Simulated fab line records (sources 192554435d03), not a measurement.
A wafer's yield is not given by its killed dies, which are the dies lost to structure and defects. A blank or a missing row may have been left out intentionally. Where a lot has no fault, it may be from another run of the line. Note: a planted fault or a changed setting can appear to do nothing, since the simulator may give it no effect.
Comparing a struck lot with a sound one    flow n5_finfet    38 out of 1938 route steps
Sound: the wafers L463.1, L463.4, L463.6. Struck: wafer L451.6; the same lot's L451.2 was not struck, so it is left out; see the end for the cause.
At each step with rows: each side's tool, then ch and its chambers, then its first start. Under that, the readings that differ: sound wafers    struck wafers    difference of the means    sigmas: that difference in standard deviations of wafers without a fault.
alike: readings with means less than 2 such deviations apart, plus words and numbers identical on both sides. not compared: withheld readings, readings lacking a value on some wafer, bounds such as >300 that could conceal the same value, and numbers that have no deviation in the record and whose values overlap.
The two part at a step that has a row with sigmas, a row that says differs or no value, or rows on one side only. Numbers that don't overlap but have no deviation are shown without sigmas and don't part them. Lack of a reading on every wafer of one side parts them only where that side has two or more wafers.

first, 10 steps without rows for these wafers: N5_MOL_CONTACT_COAG_CO_FILL_22 (material Co, precursor CCTBA/H2, target thk 20 nm); N5_MOL_CONTACT_COAG_ANNEAL_113 (time 300 s); N5_MOL_CONTACT_COAG_PRE_CLEAN_142 (time 60 s); N5_MOL_CONTACT_COAG_SPUTTER_130 (material Co, target thk 47.5 nm); N5_MOL_CONTACT_COAG_PRECLEAN_125 (cleans in DIW, time 57.5 s); N5_MOL_CONTACT_COAG_SRD_126 (dry time 32 s); N5_MOL_CONTACT_COAG_CMP_23 (polishes, stops on SiO2, t overpolish 1.5 s, target thk 0 nm); N5_MOL_CONTACT_COAG_WET_ETCH_26 (target Co, target depth 13 nm); N5_MOL_CONTACT_COAG_WET_ETCH_116 (etches the open film in SC1-inhibited, target depth 4.6 nm, rinse time 30 s); N5_MOL_CONTACT_COAG_ALD_27 (deposits SiOC, target thk 17 nm, pulse time 1.5 s, time 2720 s).
N5_MOL_CONTACT_COAG_CMP_28: polishes, stops on SiNx, t overpolish 0.85 s, target thk 14.522 nm.
  sound on cmp-02 ch 0,1,2, day 10 05:01; struck on cmp-03 ch 2, day 7 01:52
reading                 sound        struck  difference  sigmas
time_to_endpoint_s (s)  5.2 3.1 6.3  9.2     +4.3        +3
  alike: motor_current_A
then, 23 steps without rows for these wafers: N5_MOL_CONTACT_COAG_ALD_123 (deposits SiNx, target thk 5 nm, pulse time 1 s, purge time 2 s); N5_MOL_CONTACT_COAG_PECVD_31 (deposits SiO2 from TEOS/O2, target thk 46 nm, time 8.9 s); N5_MOL_CONTACT_COAG_COAT_75 (time 60 s, resist thk 60 nm); N5_MOL_CONTACT_COAG_COAT_76 (time 60 s, resist thk 10 nm); N5_MOL_CONTACT_COAG_COAT_77 (time 60 s, resist thk 10 nm); N5_MOL_CONTACT_COAG_COAT_78 (resist thk 40 nm); N5_MOL_CONTACT_COAG_EBR_80; N5_MOL_CONTACT_COAG_SOFTBAKE_79 (time 60 s); N5_MOL_CONTACT_COAG_EXPOSE_81 (exposes mask VG, defocus 0 nm); N5_MOL_CONTACT_COAG_PEB_82 (peb time 60 s); N5_MOL_CONTACT_COAG_DEVELOP_83 (develop time 30 s); N5_MOL_CONTACT_COAG_DESCUM_88 (chemistry O2, time 7 s); N5_MOL_CONTACT_COAG_ETCH_89 (etches underlayer in N2/H2, target depth 13 nm, time 10.4 s); N5_MOL_CONTACT_COAG_ETCH_90 (etches SiARC in CF4, target depth 13 nm, time 21.7 s); N5_MOL_CONTACT_COAG_ALD_131 (deposits SiO2, target thk 5 nm, pulse time 1 s, co reactant pulse time 1 s); N5_MOL_CONTACT_COAG_ETCHBACK_132 (etches SiO2 in CHF3, target depth 10 nm, time 6.7 s); N5_MOL_CONTACT_COAG_ETCH_91 (etches SOC in N2/H2, target depth 60 nm, overetch 21 nm, time 101.2 s); N5_MOL_CONTACT_COAG_STRIP_92 (strips in N2/H2); N5_MOL_CONTACT_COAG_STRIP_93 (strips in N2/H2); N5_MOL_CONTACT_COAG_ETCHBACK_135 (etches SiO2 in CHF3, target depth 25 nm, time 16.7 s); N5_MOL_CONTACT_COAG_STRIP_118 (strips in CHF3); N5_MOL_CONTACT_COAG_VIA_ETCH_46 (etches SiO2 in C4F6/O2, target depth 46 nm, overetch 9.2 nm, time 40 s); N5_MOL_CONTACT_COAG_STRIP_96 (strips in N2/H2).
N5_MOL_CONTACT_COAG_ETCH_47: etches SiNx in CH3F/O2, stops on W, target depth 27 nm.
  sound on rie_diel-05 ch 1,2,3, day 10 07:11; struck on rie_diel-02 ch 1, day 7 03:52
reading                   sound              struck  difference  sigmas
etch_rf_on_time_s (s)     31.1 31.0 31.2     32.3    +1.2        +2
model.etch.depth_nm (nm)  17.86 17.86 17.92  18.06   +0.18       
  alike: drypump_motor_current_A, oes_f_703_au, oes_product_au, rf_vpp_V, showerhead_plenum_p_Torr, throttle_valve_pct
  not compared: rf_hours_counter_h
then, 1 step without rows for these wafers: N5_MOL_CONTACT_COAG_STRIP_119 (strips in N2/H2, time 30 s).
-- record jumps: 3 days separate the struck wafers' starts on either side; left off in module MOL_CONTACT_COAG, taken up again in module BEOL_M4, whose first shown step is the route's number 1111 --
N5_BEOL_M4_RC_MEAS_101:
  sound on prober-01 ch 0, day 13 07:43; struck on prober-02 ch 0, day 10 06:49
  alike: DIBL_N, DIBL_P, IOFF_N, IOFF_P, ION_N, ION_P, SS_N, SS_P, VT_N, VT_P
-- a jump in the record: the struck wafers' starts before and after are 4 days apart (it breaks off in module BEOL_M4 and resumes in module PASSIVATION, where the first step shown is number 1936 of the route) --
N5_PASSIVATION_PROBE_49:
  rows exist in the record for the struck wafers here (prober-02, day 14 17:54), but not for the sound ones

WHERE THEY PART
At N5_MOL_CONTACT_COAG_CMP_28 first; at N5_PASSIVATION_PROBE_49 last (within this record only).

WHY: the cause the simulator had injected
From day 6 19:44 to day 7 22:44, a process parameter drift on cmp-03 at N5_MOL_CONTACT_COAG_CMP_28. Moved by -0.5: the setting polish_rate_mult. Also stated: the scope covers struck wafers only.
